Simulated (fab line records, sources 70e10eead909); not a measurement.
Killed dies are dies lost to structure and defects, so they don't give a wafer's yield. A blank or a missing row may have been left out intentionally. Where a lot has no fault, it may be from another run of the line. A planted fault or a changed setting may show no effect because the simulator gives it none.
Which tool did it? | flow nand_harc | 24 lots, 72 wafers sampled, at 6 steps of a route of 1159

## WHAT THE GAUGES READ, wafer by wafer
The record lacks any reading of a measuring or inspecting step that a usual standard deviation could be used to judge.

## EACH LOT AND THE TOOL THAT RAN IT (in order: tool; ch and the chambers of the sampled wafers; start)
lot  | NHARC_A_CHANNEL_HOLE_D1_STRIP_27              | NHARC_A_STAIRCASE_STRIP_175          | NHARC_A_STAIRCASE_ETCH_227                    | NHARC_A_STAIRCASE_TRIM_233                    | NHARC_A_STAIRCASE_TRIM_235                    | NHARC_A_STAIRCASE_STRIP_238
L074 | rie_diel-06 ch 0,2, day 10 22:17 or earlier   | plasma_asher-02 ch 1, day 10 22:17   | rie_diel-04 ch 0,3, day 11 07:07 or earlier   | rie_diel-04 ch 1,3, day 11 07:07 or earlier   | rie_diel-04 ch 0,1,2, day 11 07:07 or earlier | plasma_asher-02 ch 0,1, day 11 07:07
L076 | rie_diel-12 ch 1,2,3, day 10 22:31 or earlier | plasma_asher-01 ch 0,1, day 10 22:31 | rie_diel-04 ch 0,3, day 11 07:06 or earlier   | rie_diel-09 ch 0,3, day 11 07:06 or earlier   | rie_diel-09 ch 0,2,3, day 11 07:06 or earlier | plasma_asher-01 ch 0,1, day 11 07:06
L075 | rie_diel-12 ch 0,1,3, day 11 09:27 or earlier | plasma_asher-01 ch 0,1, day 11 09:27 | rie_diel-04 ch 1,2,3, day 11 17:13 or earlier | rie_diel-04 ch 1,2,3, day 11 17:13 or earlier | rie_diel-04 ch 1,2, day 11 17:13 or earlier   | plasma_asher-02 ch 0,1, day 11 17:13
L078 | rie_diel-06 ch 0,1,3, day 11 18:15 or earlier | plasma_asher-01 ch 0,1, day 11 18:15 | rie_diel-04 ch 0,1,3, day 12 04:02 or earlier | rie_diel-11 ch 2,3, day 12 04:02 or earlier   | rie_diel-11 ch 0,2,3, day 12 04:02 or earlier | plasma_asher-02 ch 0, day 12 04:02
L077 | rie_diel-06 ch 0,2, day 11 18:23 or earlier   | plasma_asher-02 ch 1, day 11 18:23   | rie_diel-11 ch 0,2, day 12 03:43 or earlier   | rie_diel-09 ch 1,3, day 12 03:43 or earlier   | rie_diel-09 ch 1,2,3, day 12 03:43 or earlier | plasma_asher-01 ch 0,1, day 12 03:43
L080 | rie_diel-06 ch 0,1, day 12 06:50 or earlier   | plasma_asher-01 ch 0,1, day 12 06:50 | rie_diel-09 ch 0,3, day 12 15:11 or earlier   | rie_diel-11 ch 0,1, day 12 15:11 or earlier   | rie_diel-11 ch 0,1,2, day 12 15:11 or earlier | plasma_asher-02 ch 0,1, day 12 15:11
L079 | rie_diel-05 ch 0,3, day 12 06:10 or earlier   | plasma_asher-01 ch 0,1, day 12 06:10 | rie_diel-09 ch 1,2,3, day 12 13:59 or earlier | rie_diel-04 ch 0,1,3, day 12 13:59 or earlier | rie_diel-04 ch 0,1,2, day 12 13:59 or earlier | plasma_asher-02 ch 0,1, day 12 13:59
L081 | rie_diel-06 ch 0,1,3, day 12 14:46 or earlier | plasma_asher-02 ch 0,1, day 12 14:46 | rie_diel-04 ch 0,2,3, day 12 23:49 or earlier | rie_diel-04 ch 0,3, day 12 23:49 or earlier   | rie_diel-04 ch 0,2,3, day 12 23:49 or earlier | plasma_asher-02 ch 1, day 12 23:49
L082 | rie_diel-12 ch 0,1,3, day 12 14:26 or earlier | plasma_asher-02 ch 0,1, day 12 14:26 | rie_diel-11 ch 0,1,2, day 12 22:05 or earlier | rie_diel-11 ch 0,1,2, day 12 22:05 or earlier | rie_diel-11 ch 0,2,3, day 12 22:05 or earlier | plasma_asher-02 ch 0,1, day 12 22:05
L083 | rie_diel-06 ch 1,2,3, day 13 08:35 or earlier | plasma_asher-01 ch 0,1, day 13 08:35 | rie_diel-11 ch 0,2,3, day 13 18:01 or earlier | rie_diel-09 ch 0,1,3, day 13 18:01 or earlier | rie_diel-09 ch 0,2,3, day 13 18:01 or earlier | plasma_asher-02 ch 0,1, day 13 18:01
L084 | rie_diel-05 ch 0,1,2, day 13 02:27 or earlier | plasma_asher-01 ch 0,1, day 13 02:27 | rie_diel-11 ch 0,1,2, day 13 14:09 or earlier | rie_diel-11 ch 0,2,3, day 13 14:09 or earlier | rie_diel-11 ch 0,2,3, day 13 14:09 or earlier | plasma_asher-01 ch 0,1, day 13 14:09
L085 | rie_diel-05 ch 0,1, day 13 16:56 or earlier   | plasma_asher-02 ch 0,1, day 13 16:56 | rie_diel-11 ch 1,2,3, day 14 01:13 or earlier | rie_diel-11 ch 2,3, day 14 01:13 or earlier   | rie_diel-11 ch 0,3, day 14 01:13 or earlier   | plasma_asher-01 ch 0,1, day 14 01:13
L086 | rie_diel-06 ch 0,1,3, day 13 20:40 or earlier | plasma_asher-01 ch 0,1, day 13 20:40 | rie_diel-04 ch 0,3, day 14 04:08 or earlier   | rie_diel-04 ch 1,2,3, day 14 04:08 or earlier | rie_diel-04 ch 0,2,3, day 14 04:08 or earlier | plasma_asher-01 ch 0,1, day 14 04:08
L087 | rie_diel-12 ch 0,2, day 13 21:51 or earlier   | plasma_asher-02 ch 0,1, day 13 21:51 | rie_diel-09 ch 0,1,3, day 14 05:13 or earlier | rie_diel-09 ch 0,3, day 14 05:13 or earlier   | rie_diel-09 ch 0,1,3, day 14 05:13 or earlier | plasma_asher-01 ch 0,1, day 14 05:13
L090 | rie_diel-12 ch 0,1,2, day 14 19:34 or earlier | plasma_asher-01 ch 0,1, day 14 19:34 | rie_diel-11 ch 1,2,3, day 15 03:10 or earlier | rie_diel-09 ch 0,2,3, day 15 03:10 or earlier | rie_diel-09 ch 1,2,3, day 15 03:10 or earlier | plasma_asher-01 ch 0,1, day 15 03:10
L089 | rie_diel-06 ch 1,3, day 14 19:24 or earlier   | plasma_asher-02 ch 0,1, day 14 19:24 | rie_diel-04 ch 0,1,2, day 15 02:55 or earlier | rie_diel-04 ch 0,3, day 15 02:55 or earlier   | rie_diel-04 ch 0,3, day 15 02:55 or earlier   | plasma_asher-02 ch 0, day 15 02:55
L088 | rie_diel-05 ch 1,2,3, day 14 18:44 or earlier | plasma_asher-02 ch 0,1, day 14 18:44 | rie_diel-04 ch 0,2,3, day 15 02:02 or earlier | rie_diel-09 ch 0,1,3, day 15 02:02 or earlier | rie_diel-09 ch 2,3, day 15 02:02 or earlier   | plasma_asher-01 ch 0,1, day 15 02:02
L092 | rie_diel-12 ch 0,2, day 15 08:59 or earlier   | plasma_asher-02 ch 0,1, day 15 08:59 | rie_diel-04 ch 1,3, day 15 17:08 or earlier   | rie_diel-04 ch 0,2, day 15 17:08 or earlier   | rie_diel-04 ch 1,3, day 15 17:08 or earlier   | plasma_asher-01 ch 0,1, day 15 17:08
L091 | rie_diel-05 ch 0,1,3, day 15 08:31 or earlier | plasma_asher-01 ch 0,1, day 15 08:31 | rie_diel-04 ch 0,2,3, day 15 16:17 or earlier | rie_diel-09 ch 0,1,3, day 15 16:17 or earlier | rie_diel-09 ch 0,1, day 15 16:17 or earlier   | plasma_asher-01 ch 0, day 15 16:17
L094 | rie_diel-05 ch 0,1,3, day 15 21:10 or earlier | plasma_asher-01 ch 0,1, day 15 21:10 | rie_diel-09 ch 0,3, day 16 07:53 or earlier   | rie_diel-04 ch 1,2, day 16 07:53 or earlier   | rie_diel-04 ch 0,1,2, day 16 07:53 or earlier | plasma_asher-01 ch 0,1, day 16 07:53
L093 | rie_diel-06 ch 0,2,3, day 15 21:26 or earlier | plasma_asher-02 ch 1, day 15 21:26   | rie_diel-09 ch 0,2,3, day 16 08:59 or earlier | rie_diel-09 ch 1,2, day 16 08:59 or earlier   | rie_diel-09 ch 0,1, day 16 08:59 or earlier   | plasma_asher-01 ch 0,1, day 16 08:59
L095 | rie_diel-12 ch 1,2,3, day 16 06:19 or earlier | plasma_asher-01 ch 1, day 16 06:19   | rie_diel-09 ch 1,2,3, day 16 18:05 or earlier | rie_diel-04 ch 1,2, day 16 18:05 or earlier   | rie_diel-04 ch 0,1,2, day 16 18:05 or earlier | plasma_asher-02 ch 1, day 16 18:05
L097 | rie_diel-06 ch 0,2,3, day 16 06:33 or earlier | plasma_asher-01 ch 0,1, day 16 06:33 | rie_diel-04 ch 0,1,2, day 16 16:51 or earlier | rie_diel-09 ch 0,1,2, day 16 16:51 or earlier | rie_diel-11 ch 0,1,2, day 16 16:51            | plasma_asher-01 ch 0,1, day 16 17:11
L096 | rie_diel-05 ch 0,1,3, day 16 04:53 or earlier | plasma_asher-01 ch 0, day 16 04:53   | rie_diel-09 ch 0,1, day 16 14:16 or earlier   | rie_diel-09 ch 1,2, day 16 14:16 or earlier   | rie_diel-09 ch 0,2,3, day 16 14:16 or earlier | plasma_asher-01 ch 0,1, day 16 14:16
- NHARC_A_CHANNEL_HOLE_D1_STRIP_27: strips in O2.
- NHARC_A_STAIRCASE_STRIP_175: strips in O2.
- NHARC_A_STAIRCASE_ETCH_227: etches the open film in C4F8/O2, target depth 100 nm, time 40.5 s.
- NHARC_A_STAIRCASE_TRIM_233: chemistry O2, time 211.2 s.
- NHARC_A_STAIRCASE_TRIM_235: chemistry O2, time 211.2 s.
- NHARC_A_STAIRCASE_STRIP_238: strips in O2.

## WHAT THE TOOLS THEMSELVES READ (means of the sampled wafers that have a number; where no wafer has one, the mark that the record gives instead)
NHARC_A_CHANNEL_HOLE_D1_STRIP_27.
lot  | tool        | drypump_motor_current_A (A) | oes_product_au (a.u.) | rf_vpp_V (V) | showerhead_plenum_p_Torr (Torr) | throttle_valve_pct (%)
L074 | rie_diel-06 | 5.3                         | 0.993                 | 57.3         | 3.45                            | 17.040
L076 | rie_diel-12 | 5.5                         | 0.993                 | 57.2         | 3.38                            | 17.032
L075 | rie_diel-12 | 5.8                         | 0.986                 | 57.6         | 3.42                            | 17.036
L078 | rie_diel-06 | 6.0                         | 0.995                 | 58.3         | 3.58                            | 17.032
L077 | rie_diel-06 | 5.8                         | 0.990                 | 58.4         | 3.47                            | 17.033
L080 | rie_diel-06 | 6.3                         | 0.988                 | 58.4         | 3.55                            | 17.038
L079 | rie_diel-05 | 6.2                         | 1.005                 | 58.1         | 3.56                            | 17.038
L081 | rie_diel-06 | 6.0                         | 1.006                 | 58.0         | 3.58                            | 17.030
L082 | rie_diel-12 | 5.8                         | 0.992                 | 57.8         | 3.42                            | 17.030
L083 | rie_diel-06 | 5.5                         | 0.998                 | 58.1         | 3.56                            | 17.041
L084 | rie_diel-05 | 5.9                         | 1.012                 | 57.5         | 3.63                            | 17.039
L085 | rie_diel-05 | 6.3                         | 0.997                 | 58.2         | 3.56                            | 17.035
L086 | rie_diel-06 | 6.0                         | 0.991                 | 58.2         | 3.58                            | 17.035
L087 | rie_diel-12 | 5.5                         | 0.995                 | 57.8         | 3.35                            | 17.039
L090 | rie_diel-12 | 5.8                         | 1.002                 | 57.9         | 3.35                            | 17.032
L089 | rie_diel-06 | 5.8                         | 0.994                 | 58.3         | 3.62                            | 17.039
L088 | rie_diel-05 | 6.0                         | 1.004                 | 57.9         | 3.62                            | 17.037
L092 | rie_diel-12 | 5.5                         | 1.000                 | 57.4         | 3.34                            | 17.032
L091 | rie_diel-05 | 6.4                         | 0.993                 | 57.6         | 3.55                            | 17.035
L094 | rie_diel-05 | 6.4                         | 1.002                 | 57.3         | 3.55                            | 17.036
L093 | rie_diel-06 | 5.6                         | 0.990                 | 57.8         | 3.51                            | 17.030
L095 | rie_diel-12 | 5.5                         | 0.997                 | 57.9         | 3.38                            | 17.042
L097 | rie_diel-06 | 5.6                         | 0.991                 | 56.6         | 3.51                            | 17.043
L096 | rie_diel-05 | 6.5                         | 1.000                 | 57.9         | 3.55                            | 17.039

NHARC_A_STAIRCASE_STRIP_175.
lot  | tool            | drypump_motor_current_A (A) | heater_power_w (W)
L074 | plasma_asher-02 | 5.8                         | 327
L076 | plasma_asher-01 | 5.1                         | 385
L075 | plasma_asher-01 | 5.1                         | 387
L078 | plasma_asher-01 | 5.1                         | 389
L077 | plasma_asher-02 | 5.8                         | 325
L080 | plasma_asher-01 | 5.1                         | 386
L079 | plasma_asher-01 | 5.5                         | 388
L081 | plasma_asher-02 | 6.3                         | 339
L082 | plasma_asher-02 | 6.3                         | 338
L083 | plasma_asher-01 | 5.1                         | 393
L084 | plasma_asher-01 | 5.4                         | 387
L085 | plasma_asher-02 | 6.0                         | 333
L086 | plasma_asher-01 | 5.1                         | 392
L087 | plasma_asher-02 | 6.3                         | 339
L090 | plasma_asher-01 | 5.5                         | 385
L089 | plasma_asher-02 | 6.3                         | 340
L088 | plasma_asher-02 | 6.0                         | 333
L092 | plasma_asher-02 | 6.0                         | 329
L091 | plasma_asher-01 | 5.1                         | 398
L094 | plasma_asher-01 | 5.1                         | 402
L093 | plasma_asher-02 | 5.8                         | 324
L095 | plasma_asher-01 | 4.8                         | 413
L097 | plasma_asher-01 | 5.1                         | 394
L096 | plasma_asher-01 | 5.8                         | 375

NHARC_A_STAIRCASE_ETCH_227.
lot  | tool        | oes_product_au (a.u.) | rf_vpp_V (V)
L074 | rie_diel-04 | 0.952                 | 897
L076 | rie_diel-04 | 0.943                 | 899
L075 | rie_diel-04 | 0.950                 | 900
L078 | rie_diel-04 | 0.945                 | 899
L077 | rie_diel-11 | 0.935                 | 898
L080 | rie_diel-09 | 0.955                 | 896
L079 | rie_diel-09 | 0.941                 | 897
L081 | rie_diel-04 | 0.948                 | 899
L082 | rie_diel-11 | 0.958                 | 895
L083 | rie_diel-11 | 0.933                 | 896
L084 | rie_diel-11 | 0.951                 | 895
L085 | rie_diel-11 | 0.946                 | 895
L086 | rie_diel-04 | 0.942                 | 898
L087 | rie_diel-09 | 0.949                 | 898
L090 | rie_diel-11 | 0.944                 | 895
L089 | rie_diel-04 | 0.953                 | 900
L088 | rie_diel-04 | 0.945                 | 898
L092 | rie_diel-04 | 0.948                 | 899
L091 | rie_diel-04 | 0.950                 | 899
L094 | rie_diel-09 | 0.946                 | 899
L093 | rie_diel-09 | 0.941                 | 897
L095 | rie_diel-09 | 0.932                 | 896
L097 | rie_diel-04 | 0.954                 | 900
L096 | rie_diel-09 | 0.934                 | 901

NHARC_A_STAIRCASE_TRIM_233.
lot  | tool        | drypump_motor_current_A (A) | oes_product_au (a.u.) | rf_vpp_V (V) | showerhead_plenum_p_Torr (Torr) | throttle_valve_pct (%)
L074 | rie_diel-04 | 5.8                         | 1.013                 | 58.3         | 3.57                            | 17.043
L076 | rie_diel-09 | 5.7                         | 0.999                 | 58.1         | 3.51                            | 17.040
L075 | rie_diel-04 | 5.6                         | 1.008                 | 57.0         | 3.63                            | 17.040
L078 | rie_diel-11 | 5.3                         | 0.998                 | 57.9         | 3.54                            | 17.037
L077 | rie_diel-09 | 6.1                         | 0.999                 | 58.2         | 3.51                            | 17.032
L080 | rie_diel-11 | 5.6                         | 1.009                 | 57.3         | 3.41                            | 17.037
L079 | rie_diel-04 | 5.7                         | 0.999                 | 57.8         | 3.61                            | 17.029
L081 | rie_diel-04 | 6.0                         | 1.002                 | 57.7         | 3.55                            | 17.030
L082 | rie_diel-11 | 5.8                         | 1.007                 | 57.9         | 3.50                            | 17.033
L083 | rie_diel-09 | 6.0                         | 0.997                 | 57.6         | 3.59                            | 17.033
L084 | rie_diel-11 | 5.7                         | 0.997                 | 57.2         | 3.55                            | 17.045
L085 | rie_diel-11 | 5.7                         | 1.007                 | 58.3         | 3.58                            | 17.032
L086 | rie_diel-04 | 5.6                         | 1.012                 | 57.6         | 3.62                            | 17.038
L087 | rie_diel-09 | 5.6                         | 1.016                 | 58.4         | 3.50                            | 17.043
L090 | rie_diel-09 | 5.6                         | 1.001                 | 57.9         | 3.54                            | 17.036
L089 | rie_diel-04 | 6.0                         | 1.009                 | 58.4         | 3.55                            | 17.038
L088 | rie_diel-09 | 6.0                         | 0.996                 | 57.2         | 3.59                            | 17.029
L092 | rie_diel-04 | 5.7                         | 1.004                 | 57.7         | 3.65                            | 17.035
L091 | rie_diel-09 | 6.0                         | 0.997                 | 57.5         | 3.58                            | 17.042
L094 | rie_diel-04 | 5.3                         | 1.007                 | 58.2         | 3.67                            | 17.035
L093 | rie_diel-09 | 6.3                         | 0.991                 | 57.5         | 3.63                            | 17.030
L095 | rie_diel-04 | 5.3                         | 1.009                 | 59.1         | 3.66                            | 17.040
L097 | rie_diel-09 | 5.8                         | 1.000                 | 58.1         | 3.63                            | 17.039
L096 | rie_diel-09 | 6.3                         | 0.990                 | 57.3         | 3.63                            | 17.039

NHARC_A_STAIRCASE_TRIM_235.
lot  | tool        | drypump_motor_current_A (A) | oes_product_au (a.u.) | rf_vpp_V (V) | showerhead_plenum_p_Torr (Torr) | throttle_valve_pct (%)
L074 | rie_diel-04 | 5.5                         | 1.001                 | 57.8         | 3.68                            | 17.036
L076 | rie_diel-09 | 5.5                         | 0.999                 | 57.9         | 3.56                            | 17.036
L075 | rie_diel-04 | 5.3                         | 1.001                 | 57.2         | 3.69                            | 17.036
L078 | rie_diel-11 | 5.7                         | 1.001                 | 58.6         | 3.55                            | 17.035
L077 | rie_diel-09 | 5.9                         | 0.998                 | 58.1         | 3.56                            | 17.037
L080 | rie_diel-11 | 5.8                         | 1.004                 | 58.4         | 3.50                            | 17.038
L079 | rie_diel-04 | 5.5                         | 1.007                 | 58.7         | 3.67                            | 17.036
L081 | rie_diel-04 | 5.8                         | 1.009                 | 57.9         | 3.61                            | 17.036
L082 | rie_diel-11 | 5.7                         | 0.998                 | 57.9         | 3.55                            | 17.035
L083 | rie_diel-09 | 5.6                         | 1.006                 | 58.3         | 3.55                            | 17.029
L084 | rie_diel-11 | 5.7                         | 1.003                 | 58.3         | 3.55                            | 17.031
L085 | rie_diel-11 | 5.7                         | 1.005                 | 57.5         | 3.51                            | 17.037
L086 | rie_diel-04 | 5.8                         | 1.002                 | 58.3         | 3.60                            | 17.031
L087 | rie_diel-09 | 6.0                         | 1.001                 | 57.8         | 3.59                            | 17.033
L090 | rie_diel-09 | 5.9                         | 0.992                 | 57.4         | 3.54                            | 17.036
L089 | rie_diel-04 | 6.0                         | 0.994                 | 58.9         | 3.55                            | 17.035
L088 | rie_diel-09 | 5.6                         | 1.002                 | 57.2         | 3.45                            | 17.036
L092 | rie_diel-04 | 5.5                         | 1.006                 | 57.9         | 3.61                            | 17.047
L091 | rie_diel-09 | 5.9                         | 0.997                 | 57.9         | 3.68                            | 17.043
L094 | rie_diel-04 | 5.5                         | 1.016                 | 58.9         | 3.65                            | 17.033
L093 | rie_diel-09 | 5.9                         | 1.002                 | 57.9         | 3.68                            | 17.039
L095 | rie_diel-04 | 5.5                         | 1.009                 | 57.9         | 3.65                            | 17.041
L097 | rie_diel-11 | 5.8                         | 1.008                 | 57.8         | 3.48                            | 17.046
L096 | rie_diel-09 | 5.6                         | 1.004                 | 57.5         | 3.54                            | 17.043

NHARC_A_STAIRCASE_STRIP_238.
lot  | tool            | drypump_motor_current_A (A) | heater_power_w (W)
L074 | plasma_asher-02 | 6.0                         | 332
L076 | plasma_asher-01 | 5.5                         | 381
L075 | plasma_asher-02 | 6.1                         | 329
L078 | plasma_asher-02 | 6.6                         | 347
L077 | plasma_asher-01 | 5.1                         | 384
L080 | plasma_asher-02 | 6.1                         | 338
L079 | plasma_asher-02 | 6.3                         | 339
L081 | plasma_asher-02 | 5.8                         | 332
L082 | plasma_asher-02 | 6.0                         | 333
L083 | plasma_asher-02 | 6.1                         | 331
L084 | plasma_asher-01 | 5.1                         | 402
L085 | plasma_asher-01 | 5.1                         | 399
L086 | plasma_asher-01 | 5.4                         | 382
L087 | plasma_asher-01 | 5.5                         | 390
L090 | plasma_asher-01 | 5.5                         | 387
L089 | plasma_asher-02 | 6.6                         | 345
L088 | plasma_asher-01 | 5.1                         | 394
L092 | plasma_asher-01 | 5.5                         | 389
L091 | plasma_asher-01 | 5.8                         | 374
L094 | plasma_asher-01 | 5.4                         | 391
L093 | plasma_asher-01 | 5.1                         | 405
L095 | plasma_asher-02 | 5.8                         | 325
L097 | plasma_asher-01 | 5.1                         | 399
L096 | plasma_asher-01 | 5.1                         | 397

## THE ANSWER, worked out from the rows above alone
Rule: usual is defined by the lots themselves. Put in order of their means at a reading, lots are off if they are a third of the lots or fewer, leave a main group of 4 or more, and stand apart from it by a gap of 3 or more times the standard deviation of the main group's means; of several such gaps the widest counts. A main group whose means are all the same, to the digits that the tables above print for the reading, isn't used. A lot without any number at a reading at which 4 lots or more have one is off too. The other lots that the step has rows for count as sound. The gauges are gone through in route order, then the tools' own readings, and for those a lot's mean is taken as printed above. At the first step where some lot is off, the reading lying furthest off is the one used; lots without a number count as furthest.
Across all readings shown, no lot is off: no conclusion can be drawn from this.

## WHAT THE SIMULATOR HAD PUT IN
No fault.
